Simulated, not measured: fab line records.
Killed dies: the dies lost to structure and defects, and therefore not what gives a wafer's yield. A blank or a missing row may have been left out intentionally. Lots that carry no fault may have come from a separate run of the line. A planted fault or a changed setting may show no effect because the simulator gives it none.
Chamber matching -- flow n5-finfet -- N5_BEOL_M4_ETCH_77 on rie-diel-06 has 4 sister chambers
The step etches underlayer in N2/H2, target depth 6.5 nm, time 5.2 s. 27 wafers are shown with their chamber, then 12 later ones without.

WAFERS PAIRED WITH THEIR CHAMBERS
wafer,chamber,drypump-motor-current-A (A),throttle-valve-pct (%),showerhead-plenum-p-Torr (Torr)
L075.1,2,5.4,18.24,2.64
L075.2,3,6.4,18.25,2.56
L075.5,0,5.7,17.66,2.49
L078.1,3,6.4,18.28,2.56
L078.4,1,5.0,17.53,2.48
L078.5,2,5.5,18.24,2.64
L077.3,2,5.4,18.22,2.63
L077.5,2,5.4,18.26,2.64
L077.6,3,6.4,18.28,2.56
L079.1,3,6.4,18.28,2.56
L079.3,2,5.4,18.24,2.63
L079.5,1,5.0,17.52,2.48
L080.2,1,5.0,17.56,2.48
L080.5,1,5.0,17.54,2.48
L080.6,0,5.7,17.67,2.49
L085.2,0,5.7,17.69,2.48
L085.5,2,5.4,18.27,2.63
L085.6,1,5.0,17.55,2.47
L087.1,2,5.5,18.27,2.63
L087.4,3,6.4,18.32,2.55
L087.5,3,6.4,18.31,2.55
L088.2,2,5.4,18.27,2.63
L088.3,3,6.4,18.32,2.55
L088.5,3,6.4,18.31,2.55
L090.1,1,5.0,17.58,2.47
L090.2,0,5.8,17.73,2.48
L090.3,3,6.4,18.33,2.55

SIGNATURES (means of the wafers above)
reading,chamber 0,chamber 1,chamber 2,chamber 3,scatter within a chamber
drypump-motor-current-A,5.725,5.000,5.425,6.400,0.0313
throttle-valve-pct,17.6875,17.5467,18.2512,18.2978,0.024
showerhead-plenum-p-Torr,2.4850,2.4767,2.6338,2.5544,0.00529
Rule: distance of a wafer from a chamber = root of the sum over the readings of ((wafer's reading minus chamber's mean) / reading's scatter) squared. The wafer belongs to the nearest chamber; if the next one is less than 2 further off, it can't be placed. How the scatter is found: for the shown wafers, subtract from each reading the mean of its chamber, square and add these, divide the total by (wafers less chambers), then take the root.

WAFERS WHOSE CHAMBER IS MISSING
wafer,drypump-motor-current-A (A),throttle-valve-pct (%),showerhead-plenum-p-Torr (Torr)
L091.3,5.0,17.58,2.47
L091.4,5.7,17.71,2.48
L091.6,5.7,17.73,2.48
L095.1,6.4,18.37,2.54
L095.2,5.8,17.72,2.48
L095.3,5.4,18.30,2.62
L094.1,5.4,18.30,2.62
L094.2,5.7,17.73,2.48
L094.3,6.4,18.33,2.54
L097.1,5.0,17.59,2.47
L097.3,5.7,17.73,2.47
L097.6,6.4,18.36,2.54

WHICH CHAMBER EACH WENT THROUGH
wafer,from the rows above,in truth
L091.3,1,1
L091.4,0,0
L091.6,0,0
L095.1,3,3
L095.2,0,0
L095.3,2,2
L094.1,2,2
L094.2,0,0
L094.3,3,3
L097.1,1,1
L097.3,0,0
L097.6,3,3
Correct placement for 12 of the 12. Can't be placed from these rows: 0. Number placed wrongly: 0.
